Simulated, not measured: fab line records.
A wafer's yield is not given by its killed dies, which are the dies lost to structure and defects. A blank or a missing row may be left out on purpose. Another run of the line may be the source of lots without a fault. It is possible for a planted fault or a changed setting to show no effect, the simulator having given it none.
Matching of chambers :: flow n5 finfet :: 3 sister chambers for N5_BEOL_M9_ALD_74 on ald metal-02
The step deposits TaN, target thk 2 nm, pulse time 2 s, purge time 3 s. 6 wafers are shown with their chamber, then 5 later ones without.

## WAFERS PAIRED WITH THEIR CHAMBERS
wafer: L086.2
chamber: 0
heater power w (W): 412
precursor vessel pressure torr (Torr): 26.27

wafer: L086.5
chamber: 3
heater power w (W): 420
precursor vessel pressure torr (Torr): 26.15

wafer: L087.4
chamber: 3
heater power w (W): 405
precursor vessel pressure torr (Torr): 26.27

wafer: L087.6
chamber: 1
heater power w (W): 438
precursor vessel pressure torr (Torr): 26.26

wafer: L091.4
chamber: 1
heater power w (W): 429
precursor vessel pressure torr (Torr): 26.27

wafer: L091.5
chamber: 0
heater power w (W): 412
precursor vessel pressure torr (Torr): 26.22

## WAFERS MISSING THEIR CHAMBER
wafer: L091.6
heater power w (W): 424
precursor vessel pressure torr (Torr): 26.26

wafer: L097.1
heater power w (W): 422
precursor vessel pressure torr (Torr): 26.19

wafer: L097.6
heater power w (W): 411
precursor vessel pressure torr (Torr): 26.15

wafer: L096.3
heater power w (W): 428
precursor vessel pressure torr (Torr): 26.22

wafer: L096.6
heater power w (W): 409
precursor vessel pressure torr (Torr): 26.28

## THE CHAMBER EACH PASSED THROUGH
wafer: L091.6
from the rows above: can't be placed: 1 or 0 or 3
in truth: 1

wafer: L097.1
from the rows above: can't be placed: 3 or 0 or 1
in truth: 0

wafer: L097.6
from the rows above: can't be placed: 3 or 0
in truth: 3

wafer: L096.3
from the rows above: can't be placed: 1 or 3 or 0
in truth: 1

wafer: L096.6
from the rows above: can't be placed: 0 or 3
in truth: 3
Correctly placed: 0 of 5. Can't be placed from these rows: 5 (the true chamber is among the candidates in 5). Wrongly placed: 0.
How it was worked out, from the rows above alone: a wafer's distance from a chamber is the root of the sum, over the readings, of the square of ((its reading less the chamber's mean) divided by the reading's scatter). If the next closest chamber is less than 2 further off than the closest, the wafer can't be placed; otherwise it belongs to the closest. For every chamber, the mean is computed from those of its wafers that are shown. The scatter: the root of (the sum of the squares of (reading less its chamber's mean) over the shown wafers, divided by (wafers less chambers)).
